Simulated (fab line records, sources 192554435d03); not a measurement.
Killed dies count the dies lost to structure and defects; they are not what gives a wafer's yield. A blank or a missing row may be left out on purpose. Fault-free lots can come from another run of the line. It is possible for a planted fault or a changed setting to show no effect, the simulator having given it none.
Matching of chambers -- flow n5Finfet -- thermalCvdSi-01 running N5_HKMG_FIN_CVD_62: 3 sister chambers
The step deposits a-Si from Si2H6, target thk 3 nm, time 20.8 s. 3 wafers are shown with their chamber, then 7 later ones without.

EACH WAFER AND ITS CHAMBER
wafer,chamber,heaterPowerW (W)
L552.1,1,1660
L569.3,0,1372
L569.5,2,1338

WAFERS MISSING THEIR CHAMBER
wafer,heaterPowerW (W)
L569.6,1614
L573.2,1690
L573.3,1415
L573.4,1355
L575.2,1393
L575.4,1376
L575.5,1660

CHAMBER TAKEN BY EACH
wafer,from the rows above,in truth
L569.6,1,1
L573.2,1,1
L573.3,can't be placed: 0 or 2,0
L573.4,can't be placed: 0 or 2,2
L575.2,can't be placed: 0 or 2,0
L575.4,can't be placed: 0 or 2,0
L575.5,1,1
3 of 7 placed correctly. These rows do not allow placing 4 (true chamber among the candidates in 4). Placed wrongly: 0.
How it was worked out, from the rows above alone: a wafer's distance from a chamber is the root of the sum, over the readings, of the square of ((its reading less the chamber's mean) divided by the reading's scatter). The wafer belongs to the nearest chamber; if the next one is less than 2 further off, it can't be placed. A chamber's mean is the mean of its shown wafers. The scatter (one wafer shown for each chamber): square how far every hidden wafer sits from the nearest shown wafer, average those squares and take the square root.
